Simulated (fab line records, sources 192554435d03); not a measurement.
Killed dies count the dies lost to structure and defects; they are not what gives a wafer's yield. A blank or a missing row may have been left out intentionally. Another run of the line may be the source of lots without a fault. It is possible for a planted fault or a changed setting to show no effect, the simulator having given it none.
The tool behind it: which one?	flow n5-finfet	8 lots with 23 wafers sampled at 7 steps, on a route of 1938 steps

## WHAT THE GAUGES READ, wafer by wafer
N5_FIN_SAQP_OCD_MEAS_76.
lot	measured	on	trench-depth-nm (nm)
L942	day 3 03:15	ocd-02	118.4 116.7 120.0
L943	day 3 08:05	ocd-02	120.0 118.0 118.7
L944	day 3 14:00	ocd-02	0 0.2 0
L945	day 3 21:14	ocd-02	0 0.5 0.4
L946	day 4 02:06	ocd-01	119.8 121.2 121.4
L956	day 6 15:28	ocd-01	120.5 117.9 117.7
L959	day 7 08:17	ocd-01	122.8 117.7 120.3
L961	day 7 21:37	ocd-02	117.9 117.8

## EACH LOT AND THE TOOL THAT RAN IT (in order: tool; ch and the chambers of the sampled wafers; start)
lot	N5_FIN_SAQP_SPACER1_ETCHBACK_25	N5_FIN_SAQP_ETCH_65	N5_FIN_SAQP_SPACER2_ETCHBACK_29	N5_FIN_SAQP_HM_OPEN_33	N5_FIN_SAQP_ETCH_34	N5_FIN_SAQP_HM_CD_35
L942	rie-diel-05 ch 1,2,3, day 3 00:57	rie-si-01 ch 0,2, day 3 01:18	rie-diel-02 ch 0,2,3, day 3 02:30	rie-diel-01 ch 2,3, day 3 02:44	rie-diel-01 ch 2,3, day 3 02:49	cd-sem-02, day 3 02:58
L943	rie-diel-01 ch 2,3, day 3 05:46	rie-si-06 ch 0,3, day 3 06:08	rie-diel-01 ch 1,2, day 3 07:19	rie-diel-01 ch 0,2, day 3 07:34	rie-diel-01 ch 0,2, day 3 07:38	cd-sem-01, day 3 07:47
L944	rie-diel-01 ch 0,2,3, day 3 11:33	rie-si-01 ch 2,3, day 3 11:55	rie-diel-02 ch 0,3, day 3 13:15	rie-diel-01 ch 0,1, day 3 13:30	rie-diel-01 ch 0,1, day 3 13:34	cd-sem-02, day 3 13:43
L945	rie-diel-05 ch 0,1,3, day 3 18:56	rie-si-06 ch 2,3, day 3 19:17	rie-diel-02 ch 2,3, day 3 20:29	rie-diel-02 ch 0,1,2, day 3 20:44	rie-diel-02 ch 0,1,2, day 3 20:48	cd-sem-02, day 3 20:57
L946	rie-diel-01 ch 0,1,2, day 3 23:44	rie-si-05 ch 1,2,3, day 4 00:05	rie-diel-01 ch 0,1, day 4 01:21	rie-diel-01 ch 0,2, day 4 01:36	rie-diel-01 ch 0,2, day 4 01:40	cd-sem-02, day 4 01:49
L956	rie-diel-02 ch 0,1,2, day 6 13:03	rie-si-05 ch 0,2,3, day 6 13:24	rie-diel-01 ch 0,1,2, day 6 14:43	rie-diel-01 ch 0,1,3, day 6 14:58	rie-diel-01 ch 0,2,3, day 6 15:02	cd-sem-01, day 6 15:11
L959	rie-diel-02 ch 0,1, day 7 05:58	rie-si-05 ch 1,3, day 7 06:20	rie-diel-02 ch 0,1, day 7 07:31	rie-diel-01 ch 0,1, day 7 07:46	rie-diel-01 ch 0,1, day 7 07:50	cd-sem-03, day 7 07:59
L961	rie-diel-01 ch 0, day 7 18:22	rie-si-06 ch 2, day 7 18:44	rie-diel-05 ch 0, day 7 20:49	rie-diel-02 ch 2,3, day 7 21:06	rie-diel-02 ch 2,3, day 7 21:10	cd-sem-03, day 7 21:19
- N5_FIN_SAQP_SPACER1_ETCHBACK_25: etches SiO2 in CHF3/O2, target depth 24.4 nm, time 12.2 s.
- N5_FIN_SAQP_ETCH_65: etches SiO2 in CF4, target depth 4 nm, time 4.4 s.
- N5_FIN_SAQP_SPACER2_ETCHBACK_29: etches SiO2 in CHF3/O2, target depth 12.2 nm, time 6.1 s.
- N5_FIN_SAQP_HM_OPEN_33: chemistry CH3F/O2, target SiNx, target depth 49.4 nm, time 70.6 s.
- N5_FIN_SAQP_ETCH_34: etches SiO2 in C4F6/O2, target depth 45 nm, time 15 s.
- N5_FIN_SAQP_HM_CD_35: target cd 8 nm.

## THE ANSWER, worked out from the rows above alone
Rule: the usual values come from the lots themselves. The widest of any qualifying gaps counts: lots, ordered by their means at a reading, are off when they make up no more than a third of the lots, leave a main group of 4 or more, and stand apart from it by 3 or more times the standard deviation of that group's means. The tables above print the reading to a certain number of digits; a main group whose means all agree to those digits is not used. Also off: a lot with no number at a reading for which 4 or more lots have one. All remaining lots with rows at the step are treated as sound.
Off, at N5_FIN_SAQP_OCD_MEAS_76 on trench-depth-nm: L944, L945. The main group has a mean of 119.1 nm with a standard deviation of 1.
A tool fits if, at a process step before that reading, it ran every lot that is off, and no sound lot after the first of them. The gauges at N5_FIN_SAQP_OCD_MEAS_76 are tried like those tools. Not one of the candidates tried fits.

## WHAT HAD BEEN PUT IN BY THE SIMULATOR
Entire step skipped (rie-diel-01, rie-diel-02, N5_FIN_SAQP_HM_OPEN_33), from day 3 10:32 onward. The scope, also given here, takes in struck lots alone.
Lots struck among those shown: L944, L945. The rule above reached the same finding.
